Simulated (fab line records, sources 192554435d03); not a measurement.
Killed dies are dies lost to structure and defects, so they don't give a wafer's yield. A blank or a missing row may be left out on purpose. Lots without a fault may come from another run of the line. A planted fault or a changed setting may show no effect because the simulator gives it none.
Chamber matching | flow n5_finfet | N5_HKMG_FIN_ALD_74 on ald_hk-02: 4 sister chambers
The step deposits La2O3, target thk 0.5 nm, pulse time 6 s, co reactant pulse time 1 s. 22 wafers are shown with their chamber, then 11 later ones without.

WAFERS WITH THEIR CHAMBER
wafer  | chamber | heater_power_w (W) | precursor_pulse_height_rel
L074.4 | 0       | 350                | 0.993
L074.5 | 3       | 323                | 0.983
L074.6 | 0       | 352                | 0.996
L076.2 | 2       | 362                | 1.032
L076.4 | 0       | 344                | 1.015
L076.5 | 1       | 370                | 1.011
L077.1 | 3       | 320                | 0.987
L077.2 | 2       | 367                | 1.005
L077.6 | 0       | 345                | 1.010
L078.1 | 1       | 370                | 0.994
L078.3 | 2       | 375                | 0.995
L078.6 | 3       | 330                | 0.992
L081.3 | 0       | 345                | 0.978
L081.5 | 0       | 338                | 1.046
L081.6 | 3       | 327                | 0.967
L085.3 | 2       | 376                | 1.008
L085.4 | 3       | 335                | 0.982
L085.5 | 0       | 346                | 0.982
L087.1 | 1       | 385                | 1.049
L087.2 | 3       | 323                | 0.999
L087.3 | 2       | 374                | 0.979
L093.2 | 1       | 387                | 0.998

SIGNATURES (means of the wafers above)
reading                    | chamber 0 | chamber 1 | chamber 2 | chamber 3 | scatter within a chamber
heater_power_w             | 345.71    | 378.00    | 370.80    | 326.33    | 6.14
precursor_pulse_height_rel | 1.00286   | 1.01300   | 1.00380   | 0.98500   | 0.02
Rule: a wafer's distance from a chamber is the root of the sum, over the readings, of the square of ((its reading less the chamber's mean) divided by the reading's scatter). The wafer belongs to the nearest chamber; if the next one is less than 2 further off, it can't be placed. The scatter: the root of (the sum of the squares of (reading less its chamber's mean) over the shown wafers, divided by (wafers less chambers)).

WAFERS WITHOUT THEIR CHAMBER
wafer  | heater_power_w (W) | precursor_pulse_height_rel
L093.3 | 366                | 1.020
L093.4 | 328                | 0.999
L094.4 | 366                | 1.042
L094.5 | 346                | 1.015
L094.6 | 385                | 0.997
L096.1 | 377                | 0.952
L096.2 | 352                | 0.974
L096.5 | 318                | 1.020
L097.2 | 335                | 0.982
L097.3 | 374                | 1.008
L097.4 | 350                | 1.010

WHICH CHAMBER EACH WENT THROUGH
wafer  | from the rows above          | in truth
L093.3 | can't be placed: 2 or 1      | 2
L093.4 | 3                            | 3
L094.4 | can't be placed: 2 or 1 or 0 | 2
L094.5 | 0                            | 0
L094.6 | can't be placed: 1 or 2      | 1
L096.1 | can't be placed: 2 or 1      | 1
L096.2 | can't be placed: 0 or 2      | 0
L096.5 | 3                            | 3
L097.2 | can't be placed: 3 or 0      | 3
L097.3 | can't be placed: 2 or 1      | 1
L097.4 | 0                            | 0
Placed correctly: 4 of 11. Can't be placed from these rows: 7 (the true chamber is among the candidates in 7). Placed wrongly: 0.
